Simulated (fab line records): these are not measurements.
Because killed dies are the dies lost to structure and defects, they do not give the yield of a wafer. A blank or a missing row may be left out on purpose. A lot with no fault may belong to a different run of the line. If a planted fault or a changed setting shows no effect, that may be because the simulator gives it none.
Struck lot and sound lot, side by side	flow nand_harc	15 steps out of a route of 1302
Sound: the wafers L401.3, L401.4, L401.6. Wafers L404.1, L404.2, L404.3 were the ones struck. At the end, the cause is stated.
For every step that has rows: the tool of each side, followed by ch and its chambers, followed by its first start. Under that, the readings that differ: sound wafers	struck wafers	difference of the means	sigmas: that difference in standard deviations of wafers without a fault.
alike: words and numbers the same on both sides, and readings whose means are apart by under 2 such deviations; not compared: readings that were withheld, readings missing a value for some wafer, numbers with overlapping values and no deviation given by the record, and bounds like >300 which may hide the same value.
Wherever a step has rows on one side only, a row that says differs or no value, or a row with sigmas, the two part there. Numbers that don't overlap but have no deviation are shown without sigmas and don't part them. A reading that every wafer of one side lacks parts them only if that side has two wafers or more.

first, 5 steps without rows for these wafers: NHARC_A_BONDPAD_SOFTBAKE_04 (time 70 s); NHARC_A_BONDPAD_EBR_05; NHARC_A_BONDPAD_EXPOSE_06 (exposes mask A BPAD); NHARC_A_BONDPAD_PEB_07 (peb time 80 s); NHARC_A_BONDPAD_DEVELOP_08 (time 50 s).
NHARC_A_BONDPAD_CD_MEAS_09: target cd 500 nm.
  sound on cd_sem-02 ch 0, day 24 05:06; struck on cd_sem-03 ch 0, day 25 11:25
  alike: cd_nm
NHARC_A_BONDPAD_OVL_MEAS_35:
  sound on overlay-01 at day 24 05:11; struck on overlay-01 at day 25 11:31
  alike: overlay_x_nm, overlay_y_nm
then, 1 step without rows for these wafers: NHARC_A_BONDPAD_HARDBAKE_10 (time 65 s).
NHARC_A_BONDPAD_DESCUM_11: chemistry O2, time 3 s.
  sound on rie_diel-13 ch 1,2,3, day 24 05:18; struck on rie_diel-10 ch 0,2,3, day 25 11:38
  alike: drypump_motor_current_A, oes_product_au, rf_vpp_V, showerhead_plenum_p_Torr, throttle_valve_pct
  not compared: rf_hours_counter_h
NHARC_A_BONDPAD_ETCH_34: etches the open film in N2/H2, target depth 60 nm, overetch 18 nm, time 65.91 s.
  sound on rie_diel-13 ch 1,2,3, day 24 05:23; struck on rie_diel-10 ch 0,1,2, day 25 11:43
  alike: drypump_motor_current_A, oes_product_au, rf_vpp_V, showerhead_plenum_p_Torr, throttle_valve_pct
  not compared: rf_hours_counter_h
NHARC_A_BONDPAD_ETCH_12: etches the open film in CHF3/O2, target depth 220 nm, time 110 s.
  sound on rie_diel-13 ch 0,1; struck on rie_diel-10 ch 1,2,3
  alike: drypump_motor_current_A, oes_product_au, rf_vpp_V, showerhead_plenum_p_Torr, throttle_valve_pct
  not compared: rf_hours_counter_h
NHARC_A_BONDPAD_CD_MEAS_13:
  sound on cd_sem-03 at day 24 05:37; struck on cd_sem-02 at day 25 11:57
  alike: cd_nm
NHARC_A_BONDPAD_STRIP_15: strips in O2.
  sound on rie_diel-13 ch 0,1,2, day 24 05:43; struck on rie_diel-13 ch 0,1,2, day 25 12:02
  no value came back on the struck wafers for any of 7 readings (bias_w (W), chamber_pressure_mTorr (mTorr) and others); on the sound wafers bias_w (W) reads 0 0 0
  not compared: rf_hours_counter_h
NHARC_A_BONDPAD_ETCH_24: etches the open film in CF4/N2, target depth 30 nm, time 72.99 s.
  sound on rie_diel-13 ch 1,2; struck on rie_diel-13 ch 1,2,3, day 25 12:10
  alike: drypump_motor_current_A, oes_product_au, rf_vpp_V, showerhead_plenum_p_Torr, throttle_valve_pct
  not compared: rf_hours_counter_h
NHARC_END_SORT_01:
  sound on prober-02 ch 0, day 25 16:36; struck on prober-02 ch 0, day 26 19:05
  alike: defect_limited_yield, killed_at_array, killed_at_other, killed_at_periphery, killed_dies, killed_open, killed_short

== WHERE THEY PART ==
Within this record, at NHARC_A_BONDPAD_STRIP_15 only. Later steps at which nothing parts them and some readings are alike: NHARC_A_BONDPAD_ETCH_24, NHARC_END_SORT_01.

WHY: whatever the simulator had introduced
Skipped step whole: rie_diel-13, from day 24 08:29 on, at NHARC_A_BONDPAD_STRIP_15. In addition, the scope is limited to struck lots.
